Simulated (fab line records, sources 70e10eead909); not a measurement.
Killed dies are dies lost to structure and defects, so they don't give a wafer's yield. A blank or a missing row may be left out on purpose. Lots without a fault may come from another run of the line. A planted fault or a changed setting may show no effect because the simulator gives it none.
fab line records | flow nand_harc
record lots=6 wafers=18 last_day=32
route steps=1302 shown THIN_TSV@1262 END@1301
lots that met no fault: from a run of the same line without faults
start_h: hours from the record's first day to the start of the lot's first wafer shown | wait_h: hours since the lot's step before | " the same as in the row above | L1.1+2: a row that stands for several wafers | - no value, or no start given | * or withheld: withheld | < > ~ a bound
route shown NAME@n: a module of which the file shows steps, and the number in the route of the first | usual: mean/standard deviation of fault-free wafers | same: alike in all rows | chamber/n: place in a boat | sites: the reading at each site | _std_site: their standard deviation | _edge_site: outer sites' mean less inner sites' | radius_mm: how far each site lies from the wafer's centre | mask NAME#n: copy n | behind: the tool/chamber that last shaped the wafer | hold: why the lot was held/for how many hours/how that ended | device: the transistor (n, p or np) that didn't switch | end of line: the same wafers' tests at the end of the route | a step without rows: its recipe alone | killed: dies lost to structure and defects at the first sort, not the wafer's yield | map: a wafer's dies, x killed, . not, _ none there
set.NAME: the setting as run; set.NAME@STEP: as run at that earlier step | model.NAME: the simulator's own value behind a step, which no gauge read
lots at some steps of the route; a table a step, a row a wafer
services: from which hour (start_h, from the record's first day; less than 0 if before it) a tool's chamber was out of use, for how many hours, and why
## steps
# step NHARC_THIN_TSV_ETCH_44
# recipe target_depth_a=15942 time_s=797.1 cf4_flow_sccm=150 o2_flow_sccm=10 ar_flow_sccm=0 rf_w=300 bias_w=800 chemistry=CF4/O2
# step NHARC_THIN_TSV_ETCH_15
# recipe target_depth_a=30000 bosch_target_overetch_cycles=2 bosch_etch_step_s=2.8 bosch_dep_step_s=1.2 bosch_cycles=14
# step NHARC_THIN_TSV_CD_MEAS_16
# usual cd_nm=999/3.8
# columns lot.wafer tool chamber start_h wait_h cd_nm
L293.3 cd_sem-02 - 559.80 0.1 1001
L293.4 " - " " 999
L293.6 " - " " 1001
L297.1 cd_sem-02 - 608.82 0.1 994
L297.2 " - " " 995
L297.5 " - " " 997
L301.1 cd_sem-01 - 646.98 0.1 995
L301.4 " - " " 994
L301.6 " - " " 990
L309.1 cd_sem-01 - 718.53 0.1 999
L309.4 " - " " 1002
L309.5 " - " " 998
L311.1 cd_sem-02 - 730.01 0.1 996
L311.2 " - " " 993
L311.4 " - " " 996
L312.2 cd_sem-02 - 738.32 0.1 996
L312.3 " - " " 994
L312.6 " - " " 995
# step NHARC_THIN_TSV_STRIP_45
# recipe power_w=1500 temp_c=250 chemistry=O2
# step NHARC_THIN_TSV_STRIP_46
# recipe time_s=1200 temp_c=72.5 chemistry=post_etch_residue_remover
# step NHARC_THIN_TSV_DEP_47
# recipe target_thk_a=2000 temp_c=withheld pressure_torr=6.5 rf_w=900 teos_flow_sccm=161.4 flow_sccm=2650 target_thk_nm=200 gas=O2 material=SiO2
# step NHARC_THIN_TSV_ETCHBACK_48
# recipe target_depth_a=10285 over_etch_frac=0.3 time_s=405.17 ion_energy_ev=250 c4f8_flow_sccm=withheld ar_flow_sccm=withheld rf_w=600 bias_w=300 chemistry=C4F8/Ar
# step NHARC_THIN_TSV_STRIP_62
# recipe power_w=1500 temp_c=250 time_s=20 chemistry=N2/H2
# usual drypump_motor_current_A=5.5/0.39 heater_power_w=324/27
# columns lot.wafer tool chamber start_h wait_h drypump_motor_current_A heater_power_w rf_hours_counter_h
L293.4 plasma_asher-02 0 561.49 - 5.7 282 -
L293.3 " 1 " " 6.2 376 -
L293.6 " 0 " " 5.7 281 -
L297.2 plasma_asher-01 1 610.46 - 5.2 309 18
L297.1 " 0 " " 5.3 337 18
L297.5 " 0 " " 5.3 331 -
L301.1 plasma_asher-02 0 653.97 - 5.7 295 11
L301.4 " 0 " " 5.7 281 -
L301.6 " 0 " " 5.7 282 -
L309.1 plasma_asher-02 0 720.18 - 5.7 289 29
L309.4 " 1 " " 6.2 364 -
L309.5 " 0 " " 5.7 278 -
L311.2 plasma_asher-01 0 731.64 - 5.3 335 5
L311.1 " 1 " " 5.2 314 5
L311.4 " 1 " " 5.2 321 -
L312.2 plasma_asher-02 0 739.96 - 5.7 287 32
L312.3 " 0 " " 5.7 280 -
L312.6 " 0 " " 5.7 293 -
# step NHARC_THIN_TSV_DEGAS_49
# recipe temp_c=300 time_s=120
# step NHARC_THIN_TSV_PRE_CLEAN_50
# recipe time_s=30 temp_c=280 gas=H2/He
# usual heater_power_w=412/33 susceptor_temp_C=280.00/0.19
# columns lot.wafer tool chamber start_h wait_h heater_power_w susceptor_temp_C
L293.3 pvd_sputter-01 - - - 409 279.65
L293.4 " - " " 374 280.05
L293.6 " - " " 400 279.73
L297.1 pvd_sputter-03 - - - 455 279.89
L297.2 " - " " 422 280.04
L297.5 " - " " 384 280.27
L301.1 pvd_sputter-01 - - - 425 -
L301.4 " - " " 453 -
L301.6 " - " " 415 -
L309.1 pvd_sputter-03 - - - 405 280.01
L309.4 " - " " 385 280.17
L309.5 " - " " 422 279.95
L311.2 pvd_sputter-03 - - - 425 280.02
L311.1 " - " " 379 279.94
L311.4 " - " " 431 280.44
L312.3 pvd_sputter-02 - - - 347 -
L312.2 " - " " 462 -
L312.6 " - " " 382 -
# step NHARC_THIN_TSV_PVD_19
# recipe target_thk_a=200 chamber_pressure_pa=5 material=TaN
# step NHARC_THIN_TSV_PVD_51
# recipe target_thk_a=1000 chamber_pressure_pa=5 material=Cu
# step NHARC_THIN_TSV_ECD_20
# recipe target_thk_a=20000 material=Cu
# columns lot.wafer tool chamber start_h wait_h
L293.4+3+6 ecd_cu-02 0,1,0 562.28 -
L297.2+1+5 ecd_cu-02 1,0,1 611.09 -
L301.1+4+6 ecd_cu-01 1,0,1 654.59 -
L309.1+4+5 ecd_cu-01 1,0,0 720.80 -
L311.2+1+4 ecd_cu-01 0,1,0 732.27 -
L312.2+3+6 ecd_cu-01 1,1,0 740.59 -
# step NHARC_THIN_TSV_ANNEAL_52
# recipe temp_c=225 time_s=90
# step NHARC_THIN_TSV_CMP_21
# recipe t_overpolish_s=30 target_thk_nm=2000
# step NHARC_THIN_TSV_SRD_23
# step NHARC_THIN_TSV_DEGAS_53
# recipe temp_c=300 time_s=60
# usual heater_power_w=467/42 susceptor_temp_C=300.00/0.21
# columns lot.wafer tool chamber start_h wait_h heater_power_w susceptor_temp_C
L293.3 pvd_sputter-01 - 563.61 0.1 442 300.05
L293.4 " - " " 443 299.95
L293.6 " - " " 434 300.21
L297.2 pvd_sputter-02 - 612.65 0.1 552 299.78
L297.1 " - " " 503 300.23
L297.5 " - " " 414 300.07
L301.1 pvd_sputter-03 - 656.13 0.1 490 299.93
L301.4 " - " " 480 299.97
L301.6 " - " " 488 299.80
L309.1 pvd_sputter-01 - 722.35 0.1 514 300.36
L309.4 " - " " 395 299.78
L309.5 " - " " 478 300.05
L311.1 pvd_sputter-03 - 733.79 0.1 460 299.86
L311.2 " - " " 430 299.64
L311.4 " - " " 476 299.67
L312.2 pvd_sputter-02 - 742.13 0.1 525 300.17
L312.3 " - " " 496 300.30
L312.6 " - " " 397 300.01
# step NHARC_THIN_TSV_PRE_CLEAN_54
# recipe time_s=30 temp_c=280 gas=H2/He
# step NHARC_THIN_TSV_PVD_55
# recipe target_thk_a=500 material=TiN
# step NHARC_THIN_TSV_PVD_24
# recipe target_thk_a=8000 power_w=withheld chamber_pressure_pa=withheld substrate_temp_c=withheld time_s=withheld gas=Ar material=Al
# step NHARC_THIN_TSV_DEHYDRATE_25
# recipe temp_c=150 time_s=120
# step NHARC_THIN_TSV_HMDS_26
# recipe time_s=30
# step NHARC_THIN_TSV_COAT_27
# recipe spin_rpm=*
# step NHARC_THIN_TSV_SOFTBAKE_28
# recipe temp_c=122 time_s=95
# step NHARC_THIN_TSV_EBR_29
# step NHARC_THIN_TSV_EXPOSE_30
# recipe na=0.55 dose_mj=11.47 mask_id=PAD
# step NHARC_THIN_TSV_PEB_31
# recipe peb_temp_c=118 peb_time_s=85
# step NHARC_THIN_TSV_DEVELOP_32
# recipe time_s=70
# step NHARC_THIN_TSV_CD_MEAS_33
# recipe target_cd_nm=5000 landing_energy_ev=500
# usual cd_nm=5000.3/2.3
# columns lot.wafer tool chamber start_h wait_h cd_nm
L293.3 cd_sem-03 0 564.76 - 4997.8
L293.4 " 0 " " 5001.9
L293.6 " 0 " " 4998.1
L297.1 cd_sem-02 0 613.66 - 5002.6
L297.2 " 0 " " 5002.5
L297.5 " 0 " " 5001.4
L301.1 cd_sem-03 0 657.14 - 5001.9
L301.4 " 0 " " 5001.2
L301.6 " 0 " " 4998.8
L309.1 cd_sem-01 0 723.36 - 4999.2
L309.4 " 0 " " 5001.9
L309.5 " 0 " " 4999.9
L311.1 cd_sem-01 0 734.94 - 5000.1
L311.2 " 0 " " 5003.9
L311.4 " 0 " " 4999.4
L312.2 cd_sem-01 0 743.44 - 5001.3
L312.3 " 0 " " 4998.3
L312.6 " 0 " " 5002.3
# step NHARC_THIN_TSV_HARDBAKE_34
# recipe temp_c=125 time_s=80
# step NHARC_THIN_TSV_DESCUM_35
# recipe time_s=3 o2_flow_sccm=200 ar_flow_sccm=0 bias_power_w=0 chemistry=O2
# step NHARC_THIN_TSV_ETCH_59
# recipe target_depth_a=8800 icp_w=900 bias_w=100 Cl2_flow_sccm=60 bcl3_flow_sccm=30 time_s=138.1 chemistry=Cl2/BCl3
# usual drypump_motor_current_A=5.9/0.53 oes_product_au=0.995/0.013 throttle_valve_pct=22.266/0.0092
# columns lot.wafer tool chamber start_h wait_h drypump_motor_current_A oes_product_au rf_hours_counter_h throttle_valve_pct
L293.4 rie_metal-03 0 565.11 0.1 5.5 0.982 - 22.265
L293.3 " 1 " " 6.2 1.012 - 22.264
L293.6 " 1 " " 6.2 1.001 - 22.267
L297.2 rie_metal-02 1 613.95 0.1 6.1 0.992 2.3 22.253
L297.1 " 0 " " 6.8 1.003 2.3 22.240
L297.5 " 0 " " 6.8 1.006 - 22.249
L301.1 rie_metal-02 0 657.50 0.2 6.8 0.998 0.2 22.279
L301.4 " 0 " " 6.8 1.003 - 22.256
L301.6 " 0 " " 6.8 0.995 - 22.268
L309.1 rie_metal-02 1 723.64 0.1 6.1 0.993 1.5 22.260
L309.4 " 1 " " 6.1 0.989 - 22.261
L309.5 " 0 " " 6.8 1.015 - 22.259
L311.1 rie_metal-01 1 735.23 0.1 5.5 1.015 2.8 22.262
L311.2 " 0 " " 5.3 1.004 2.8 22.271
L311.4 " 0 " " 5.3 1.015 - 22.265
L312.2 rie_metal-01 1 743.76 0.2 5.5 1.009 3.0 22.275
L312.3 " 0 " " 5.3 1.019 - 22.273
L312.6 " 0 " " 5.3 1.007 - 22.257
# step NHARC_THIN_TSV_ETCH_36
# recipe target_depth_a=650 over_etch_frac=0.3 time_s=18.571 ion_energy_ev=150 chemistry=Cl2/BCl3
# step NHARC_THIN_TSV_STRIP_56
# recipe power_w=1500 temp_c=250 chemistry=O2
# usual drypump_motor_current_A=5.6/0.39 heater_power_w=325/28
# columns lot.wafer tool chamber start_h wait_h drypump_motor_current_A heater_power_w rf_hours_counter_h
L293.4 plasma_asher-01 1 565.51 0.2 5.2 308 -
L293.3 " 0 " " 5.3 323 -
L293.6 " 1 " " 5.2 310 -
L297.1 plasma_asher-02 0 614.30 0.1 5.7 286 0
L297.2 " 1 " " 6.2 362 0
L297.5 " 1 " " 6.2 356 -
L301.1 plasma_asher-02 1 657.86 0.1 6.2 359 12
L301.4 " 1 " " 6.2 372 -
L301.6 " 1 " " 6.2 364 -
L309.1 plasma_asher-01 1 724.05 0.1 5.2 308 4
L309.4 " 1 " " 5.2 319 -
L309.5 " 0 " " 5.3 338 -
L311.1 plasma_asher-01 0 735.59 0.1 5.3 328 6
L311.2 " 1 " " 5.2 319 6
L311.4 " 0 " " 5.2 340 -
L312.2 plasma_asher-02 0 744.09 0.1 5.7 283 32
L312.3 " 1 " " 6.2 373 -
L312.6 " 0 " " 5.7 291 -
# step NHARC_THIN_TSV_STRIP_57
# recipe time_s=1200 temp_c=72.5 chemistry=post_etch_residue_remover
# step NHARC_THIN_TSV_CD_MEAS_37
# usual cd_nm=4999/4.4
# columns lot.wafer tool chamber start_h wait_h cd_nm
L293.3 cd_sem-01 - 566.21 - 4998
L293.4 " - " " 5002
L293.6 " - " " 4999
L297.1 cd_sem-01 - 615.09 - 4995
L297.2 " - " " 4997
L297.5 " - " " 4997
L301.1 cd_sem-03 - 658.61 - 4996
L301.4 " - " " 4993
L301.6 " - " " 4989
L309.1 cd_sem-02 - 724.79 - 4999
L309.4 " - " " 5004
L309.5 " - " " 4998
L311.1 cd_sem-02 - 736.38 - 4996
L311.2 " - " " 4998
L311.4 " - " " 4994
L312.2 cd_sem-03 - 744.88 - 4997
L312.3 " - " " 4993
L312.6 " - " " 4998
# step NHARC_THIN_TSV_ANNEAL_58
# recipe temp_c=400 time_s=1800
# step NHARC_THIN_TSV_INSPECT_40
# usual raw_defect_count=534/78
# columns lot.wafer tool chamber start_h wait_h raw_defect_count
L293.3 defect_inspect-01 - 569.60 0.4 575
L293.4 " - " " 604
L293.6 " - " " 578
L297.1 defect_inspect-01 - 620.78 0.4 520
L297.2 " - " " 382
L297.5 " - " " 534
L301.1 defect_inspect-01 - 662.44 0.4 589
L301.4 " - " " 574
L301.6 " - " " 530
L309.1 defect_inspect-02 - 728.37 0.4 518
L309.4 " - " " 548
L309.5 " - " " 602
L311.1 defect_inspect-01 - 740.89 0.4 571
L311.2 " - " " 694
L311.4 " - " " 627
L312.2 defect_inspect-01 - 749.53 0.4 553
L312.3 " - " " 537
L312.6 " - " " 437
# step NHARC_END_WLT_00
# usual VT_DECK1_BOTTOM=0.871/0.008 VT_DECK1_BOTTOM_INNER=0.871/0.008 VT_DECK1_MEDIAN_NEAR_BOTTOM=0.872/0.0078 VT_DECK1_MEDIAN_NEAR_BOTTOM_INNER=0.871/0.0074 VT_DECK1_MIDDLE=0.883/0.0079 VT_DECK1_MIDDLE_INNER=0.883/0.0077 VT_DECK1_TOP=0.895/0.0073 VT_DECK1_TOP_INNER=0.894/0.0072 VT_DECK2_BOTTOM=0.874/0.0074 VT_DECK2_BOTTOM_INNER=0.874/0.007 VT_DECK2_MEDIAN_NEAR_BOTTOM=0.875/0.0074 VT_DECK2_MEDIAN_NEAR_BOTTOM_INNER=0.875/0.0074 VT_DECK2_MIDDLE=0.884/0.006 VT_DECK2_MIDDLE_INNER=0.885/0.0067 VT_DECK2_TOP=0.894/0.0068 VT_DECK2_TOP_INNER=0.895/0.0064
# columns lot.wafer tool chamber start_h wait_h VT_DECK1_BOTTOM VT_DECK1_BOTTOM_INNER VT_DECK1_MEDIAN_NEAR_BOTTOM VT_DECK1_MEDIAN_NEAR_BOTTOM_INNER VT_DECK1_MIDDLE VT_DECK1_MIDDLE_INNER VT_DECK1_TOP VT_DECK1_TOP_INNER VT_DECK2_BOTTOM VT_DECK2_BOTTOM_INNER VT_DECK2_MEDIAN_NEAR_BOTTOM VT_DECK2_MEDIAN_NEAR_BOTTOM_INNER VT_DECK2_MIDDLE VT_DECK2_MIDDLE_INNER VT_DECK2_TOP VT_DECK2_TOP_INNER
L293.3 prober-01 - 578.50 8.9 0.868 0.869 0.869 0.879 0.876 0.880 0.902 0.888 0.885 0.868 0.885 0.885 0.908 0.895 0.900 0.901
L293.4 " - " " 0.885 0.882 0.887 0.877 0.894 0.883 0.896 0.899 0.879 0.884 0.875 0.884 0.891 0.895 0.905 0.903
L293.6 " - " " 0.884 0.880 0.878 0.878 0.881 0.882 0.895 0.892 0.880 0.885 0.882 0.884 0.893 0.889 0.907 0.895
L297.1 prober-01 - 620.83 0.0 0.870 0.870 0.872 0.866 0.884 0.881 0.886 0.890 0.871 0.870 0.873 0.872 0.878 0.874 0.884 0.894
L297.2 " - " " 0.860 0.862 0.864 0.865 0.875 0.886 0.888 0.884 0.865 0.871 0.871 0.872 0.883 0.888 0.894 0.894
L297.5 " - 622.80 2.0 0.869 0.875 0.866 0.867 0.885 0.877 0.898 0.893 0.876 0.881 0.872 0.882 0.883 0.876 0.896 0.895
L301.1 prober-01 - 662.49 0.0 0.867 0.867 0.871 0.864 0.890 0.888 0.906 0.916 0.874 0.867 0.864 0.873 0.877 0.882 0.905 0.907
L301.4 " - 663.98 1.5 0.888 0.886 0.884 0.892 0.900 0.897 0.904 0.901 0.879 0.877 0.885 0.885 0.887 0.887 0.893 0.895
L301.6 " - 664.98 2.5 0.884 0.885 0.882 0.876 0.901 0.893 0.898 0.898 0.874 0.876 0.875 0.882 0.880 0.884 0.898 0.896
L309.1 prober-01 - 728.42 0.0 0.869 0.869 0.873 0.873 0.887 0.887 0.894 0.890 0.874 0.867 0.875 0.875 0.889 0.878 0.895 0.889
L309.4 " - 729.90 1.5 0.868 0.866 0.874 0.859 0.885 0.880 0.894 0.899 0.874 0.869 0.880 0.874 0.878 0.884 0.891 0.889
L309.5 " - " " 0.883 0.873 0.869 0.874 0.878 0.884 0.891 0.891 0.867 0.864 0.871 0.873 0.881 0.888 0.891 0.885
L311.1 prober-02 - 740.96 0.1 0.873 0.865 0.872 0.870 0.880 0.879 0.895 0.893 0.877 0.879 0.872 0.872 0.893 0.894 0.898 0.901
L312.2 prober-01 - 750.08 0.6 0.858 0.854 0.861 0.859 0.870 0.874 0.893 0.892 0.876 0.864 0.872 0.873 0.891 0.881 0.893 0.899
L312.3 " - " " 0.865 0.865 0.865 0.871 0.875 0.883 0.893 0.882 0.868 0.877 0.877 0.870 0.887 0.880 0.904 0.890
# step NHARC_END_SORT_01
# recipe temp_c=25
# usual defect_limited_yield=91.2/2.6 killed_at_array=55/17 killed_at_other=0.9/1.2 killed_at_periphery=3.7/2.5 killed_dies=59/18 killed_open=3.4/1.9 killed_short=2.6/1.6 sort_bin_2_pct=3.1/1.2 sort_bin_3_pct=0.7/0.4 sort_bin_4_pct=4.9/1.4 sort_n_pass=618/18 sort_rim_yield_pct=93/3.7 sort_yield_pct=91.2/2.6
# same gross_dies=677 sort_bin_5_pct[%]=0 sort_bin_6_pct[%]=0 sort_bin_7_pct[%]=0 sort_bin_8_pct[%]=0 sort_rim_n_gross=106.00
# columns lot.wafer tool chamber start_h wait_h defect_limited_yield[%] killed_at_array killed_at_other killed_at_periphery killed_dies killed_open killed_short sort_bin_2_pct[%] sort_bin_3_pct[%] sort_bin_4_pct[%] sort_n_pass sort_rim_yield_pct[%] sort_yield_pct[%]
L297.1 prober-01 0 623.79 2.5 96.9 20 0 1 21 3 3 1.6 0 1.5 656 96 96.9
L297.2 prober-01 0 624.60 2.8 98.1 11 0 2 13 2 1 0.6 0 1.3 664 99 98.1
L297.5 prober-01 0 627.02 3.7 96.6 22 0 1 23 6 1 1.2 0.1 2.1 654 95 96.6
L311.2 prober-02 0 744.76 2.8 0 77 598 2 677 5 1 93.5 0.9 5.6 0 0 0
L311.4 prober-02 0 746.37 3.4 0 84 593 0 677 3 2 92.0 1.5 6.5 0 0 0
L312.6 prober-01 0 756.60 4.0 0 61 614 2 677 3 2 93.6 0.7 5.6 0 0 0
# killed by level:class
L297.1 A_CHANNEL_HOLE_D2:chamber_film_flake=7 A_CONTACT:chamber_film_flake=3 A_CHANNEL_HOLE_D1:geometric_particle:short=2 A_CHANNEL_HOLE_D1:geometric_particle:open=1 A_CHANNEL_FILL_D1:geometric_particle:short=1 A_STAIRCASE:geometric_particle:open=1 A_CONTACT:geometric_particle:open=1 P_STI:chamber_film_flake=1
L297.2 A_CHANNEL_HOLE_D2:chamber_film_flake=6 P_M2:geometric_particle:open=1 A_CHANNEL_HOLE_D2:geometric_particle:short=1 A_M0:geometric_particle:open=1 P_STI:chamber_film_flake=1 A_CHANNEL_HOLE_D1:chamber_film_flake=1 A_DECK1_JOINT:chamber_film_flake=1 A_STAIRCASE:chamber_film_flake=1
L297.5 A_CHANNEL_HOLE_D2:chamber_film_flake=13 A_M1:geometric_particle:open=2 A_CHANNEL_HOLE_D1:chamber_film_flake=2 P_GATE:geometric_particle:open=1 A_ONON_D1:geometric_particle:open=1 A_CHANNEL_FILL_D1:geometric_particle:open=1 A_CHANNEL_FILL_D1:geometric_particle:short=1 A_ONON_D2:geometric_particle:open=1
L311.2 THIN_TSV:area_ecd=597 A_CHANNEL_HOLE_D1:chamber_film_flake=34 A_SLIT:chamber_film_flake=17 A_STAIRCASE:chamber_film_flake=10 A_CONTACT:chamber_film_flake=10 A_WL_FILL:chamber_film_flake=2 P_M0:geometric_particle:open=1 P_M1:geometric_particle:short=1
L311.4 THIN_TSV:area_ecd=592 A_CHANNEL_HOLE_D1:chamber_film_flake=38 A_SLIT:chamber_film_flake=20 A_STAIRCASE:chamber_film_flake=12 A_CONTACT:chamber_film_flake=4 A_DECK1_JOINT:chamber_film_flake=2 A_DECK1_JOINT:geometric_particle:short=1 A_ONON_D2:geometric_particle:open=1
L312.6 THIN_TSV:area_ecd=614 A_SLIT:chamber_film_flake=30 A_CHANNEL_HOLE_D1:chamber_film_flake=11 A_CONTACT:chamber_film_flake=5 A_DECK1_JOINT:chamber_film_flake=4 A_CHANNEL_FILL_D2:chamber_film_flake=3 P_M1:geometric_particle:open=1 A_CHANNEL_FILL_D1:geometric_particle:short=1
# map L311.2 (x killed, . not)
____________x____________
_________xxxxxxx_________
_______xxxxxxxxxxx_______
______xxxxxxxxxxxxx______
_____xxxxxxxxxxxxxxx_____
____xxxxxxxxxxxxxxxxx____
____xxxxxxxxxxxxxxxxx____
___xxxxxxxxxxxxxxxxxxx___
___xxxxxxxxxxxxxxxxxxx___
__xxxxxxxxxxxxxxxxxxxxx__
__xxxxxxxxxxxxxxxxxxxxx__
_xxxxxxxxxxxxxxxxxxxxxxx_
_xxxxxxxxxxxxxxxxxxxxxxx_
_xxxxxxxxxxxxxxxxxxxxxxx_
_xxxxxxxxxxxxxxxxxxxxxxx_
_xxxxxxxxxxxxxxxxxxxxxxx_
xxxxxxxxxxxxxxxxxxxxxxxxx
xxxxxxxxxxxxxxxxxxxxxxxxx
xxxxxxxxxxxxxxxxxxxxxxxxx
xxxxxxxxxxxxxxxxxxxxxxxxx
xxxxxxxxxxxxxxxxxxxxxxxxx
_xxxxxxxxxxxxxxxxxxxxxxx_
_xxxxxxxxxxxxxxxxxxxxxxx_
_xxxxxxxxxxxxxxxxxxxxxxx_
_xxxxxxxxxxxxxxxxxxxxxxx_
_xxxxxxxxxxxxxxxxxxxxxxx_
__xxxxxxxxxxxxxxxxxxxxx__
__xxxxxxxxxxxxxxxxxxxxx__
___xxxxxxxxxxxxxxxxxxx___
___xxxxxxxxxxxxxxxxxxx___
____xxxxxxxxxxxxxxxxx____
____xxxxxxxxxxxxxxxxx____
_____xxxxxxxxxxxxxxx_____
______xxxxxxxxxxxxx______
_______xxxxxxxxxxx_______
_________xxxxxxx_________
____________x____________
# map L312.6 (x killed, . not)
____________x____________
_________xxxxxxx_________
_______xxxxxxxxxxx_______
______xxxxxxxxxxxxx______
_____xxxxxxxxxxxxxxx_____
____xxxxxxxxxxxxxxxxx____
____xxxxxxxxxxxxxxxxx____
___xxxxxxxxxxxxxxxxxxx___
___xxxxxxxxxxxxxxxxxxx___
__xxxxxxxxxxxxxxxxxxxxx__
__xxxxxxxxxxxxxxxxxxxxx__
_xxxxxxxxxxxxxxxxxxxxxxx_
_xxxxxxxxxxxxxxxxxxxxxxx_
_xxxxxxxxxxxxxxxxxxxxxxx_
_xxxxxxxxxxxxxxxxxxxxxxx_
_xxxxxxxxxxxxxxxxxxxxxxx_
xxxxxxxxxxxxxxxxxxxxxxxxx
xxxxxxxxxxxxxxxxxxxxxxxxx
xxxxxxxxxxxxxxxxxxxxxxxxx
xxxxxxxxxxxxxxxxxxxxxxxxx
xxxxxxxxxxxxxxxxxxxxxxxxx
_xxxxxxxxxxxxxxxxxxxxxxx_
_xxxxxxxxxxxxxxxxxxxxxxx_
_xxxxxxxxxxxxxxxxxxxxxxx_
_xxxxxxxxxxxxxxxxxxxxxxx_
_xxxxxxxxxxxxxxxxxxxxxxx_
__xxxxxxxxxxxxxxxxxxxxx__
__xxxxxxxxxxxxxxxxxxxxx__
___xxxxxxxxxxxxxxxxxxx___
___xxxxxxxxxxxxxxxxxxx___
____xxxxxxxxxxxxxxxxx____
____xxxxxxxxxxxxxxxxx____
_____xxxxxxxxxxxxxxx_____
______xxxxxxxxxxxxx______
_______xxxxxxxxxxx_______
_________xxxxxxx_________
____________x____________
## services
# columns tool chamber start_h hours kind
pvd_sputter-03 - 554.89 0.7 repair
rie_metal-01 - 575.00 9.0 pm
pvd_sputter-01 - 582.00 10.0 pm
pvd_sputter-03 - 590.50 1.5 repair
ecd_cu-02 - 596.04 8.0 pm
rie_metal-01 0 599.62 1.3 repair
plasma_asher-02 - 603.16 9.0 pm
pvd_sputter-02 - 606.32 2.5 repair
ecd_cu-01 - 614.85 2.6 repair
plasma_asher-02 - 616.78 11.3 repair
pvd_sputter-01 - 625.73 0.6 repair
plasma_asher-01 - 626.38 27.8 repair
rie_metal-02 - 631.00 9.0 pm
pvd_sputter-02 - 638.00 10.0 pm
plasma_asher-02 - 641.13 8.8 repair
pvd_sputter-02 - 668.98 7.1 repair
ecd_cu-02 - 672.05 9.7 repair
plasma_asher-01 - 677.78 6.8 repair
ecd_cu-01 - 688.11 8.0 pm
rie_metal-03 - 696.00 9.0 pm
plasma_asher-01 - 696.28 9.0 pm
pvd_sputter-03 - 704.00 10.0 pm
pvd_sputter-03 - 737.57 5.9 repair
pvd_sputter-01 - 740.82 4.2 repair
## key
first_sign step=NHARC_END_SORT_01 reading=killed_at_other direction=up sigmas=99+ usual=0.9 struck=601.7
effect step=NHARC_END_SORT_01 reading=sort_bin_2_pct direction=up sigmas=78 usual=3.1 struck=93.1
more_kills_born_at NHARC_THIN_TSV_ECD_20@ecd_cu-01=1803
met_at NHARC_THIN_TSV_ECD_20
struck_wafers L311.2,L311.4,L312.6
later_rows_left_out L311.2,L311.4,L312.6
onset_between 720.80 732.27
fault kind=process_parameter_drift tool=ecd_cu-01 chamber=0 onset_h=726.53 steps=NHARC_THIN_TSV_ECD_20 channel=target_thk_a offset=* shape=step end_h=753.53 acts_in=* stated=*
# later_rows_left_out: the simulator's readings of these wafers behind a module that went badly wrong aren't trusted and aren't shown, but for the sort
